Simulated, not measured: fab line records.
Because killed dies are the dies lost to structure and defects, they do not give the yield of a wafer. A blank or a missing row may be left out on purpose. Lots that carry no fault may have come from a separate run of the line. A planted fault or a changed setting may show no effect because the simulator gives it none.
Comparing a struck lot with a sound one + flow nand harc + 16 out of 1302 route steps
Sound: the wafers L571.1, L571.3, L571.5. Struck: wafer L585.1 (L585.2, L585.4, from the same lot, were not struck and are left out); the cause is given at the end.
Per side, at each step with rows, come the tool, then ch with its chambers, and then its first start. Under that, the readings that differ: sound wafers + struck wafers + difference of the means + sigmas: that difference in standard deviations of wafers without a fault.
alike: readings whose means differ by less than 2 such deviations, and words and numbers that are the same on both sides. not compared: withheld readings, readings that some wafer has no value for, bounds like >300 that may hide the same value, and numbers for which the record gives no deviation and whose values overlap.
A row with sigmas, a row that says differs or no value, or rows on one side alone: a step with any of these is where the two part. When numbers do not overlap yet have no deviation, they are printed without sigmas and do not part them. Lack of a reading on every wafer of one side parts them only where that side has two or more wafers.

first, 1 step without rows for these wafers: NHARC_A_DECK1_JOINT_SRD_15.
NHARC_A_DECK1_JOINT_DEP_16: deposits SiO2, target thk 45 nm.
  sound on pecvd-01 ch 0,1,2, day 15 22:49; struck on pecvd-02 ch 1, day 21 21:44
  alike: heater power w, throttle valve pct
NHARC_A_DECK1_JOINT_THK_MEAS_17: measures by ellipsometry.
  sound on film metro-01 at day 15 23:05; struck on film metro-02 at day 21 22:01
  alike: thk nm
NHARC_A_DECK1_JOINT_INSPECT_05:
  sound on defect inspect-02 at day 15 23:08; struck on defect inspect-02 at day 21 22:02
  alike: raw defect count
then NHARC_A_ONON_D2_DEP_00 (target thk 1000 nm), 1 step lacking rows for these wafers.
NHARC_A_ONON_D2_THK_MEAS_02: measures by ellipsometry.
  sound on film metro-02 at day 15 23:42; struck on film metro-02 at day 21 22:37
  alike: thk nm
then NHARC_A_ONON_D2_DEP_03 (target thk 1000 nm), 1 step lacking rows for these wafers.
NHARC_A_ONON_D2_THK_MEAS_05: measures by ellipsometry.
  sound on film metro-02 at day 16 00:16; struck on film metro-01 at day 21 23:11
  alike: thk nm
then NHARC_A_ONON_D2_DEP_06 (target thk 1000 nm), 1 step lacking rows for these wafers.
NHARC_A_ONON_D2_THK_MEAS_08: measures by ellipsometry.
  sound on film metro-02 at day 16 00:50; struck on film metro-02 at day 21 23:45
  alike: thk nm
then NHARC_A_ONON_D2_DEP_09 (target thk 1000 nm), 1 step lacking rows for these wafers.
NHARC_A_ONON_D2_THK_MEAS_11: measures by ellipsometry.
  sound on film metro-02 at day 16 01:25; struck on film metro-02 at day 22 00:19
  alike: thk nm
NHARC_A_ONON_D2_DEP_12: target thk 1000 nm.
  sound on pecvd onon-02 ch 0, day 16 01:28; struck on pecvd onon-02 ch 0, day 22 00:23
NHARC_A_ONON_D2_THK_MEAS_14: measures by ellipsometry.
  sound on film metro-02 at day 16 01:58; struck on film metro-02 at day 22 00:53
| reading     | sound          | struck | difference | sigmas |
|-------------|----------------|--------|------------|--------|
| thk nm (nm) | 1008 1010 1008 | 1613   | +604       | +60    |
then, 1 step without rows for these wafers: NHARC_A_ONON_D2_ANNEAL_15 (time 3600 s).
-- the record jumps here: 12 days lie between the struck wafers' starts before and after (it left off in module A_ONON_D2 and takes up again in module END, whose first step shown is number 1302 of the route) --
NHARC_END_SORT_01:
  sound on prober-01 ch 0, day 27 21:24; struck on prober-01 ch 0, day 33 22:32
| reading         | sound    | struck | difference | sigmas |
|-----------------|----------|--------|------------|--------|
| killed at array | 35 29 35 | 668    | +635       | +35    |
| killed dies     | 40 36 40 | 677    | +638       | +34    |
  alike: killed at other, killed at periphery, killed open, killed short

WHERE THEY PART
At NHARC_A_ONON_D2_THK_MEAS_14 first; at NHARC_END_SORT_01 last (within this record only).

WHY: whatever the simulator had introduced
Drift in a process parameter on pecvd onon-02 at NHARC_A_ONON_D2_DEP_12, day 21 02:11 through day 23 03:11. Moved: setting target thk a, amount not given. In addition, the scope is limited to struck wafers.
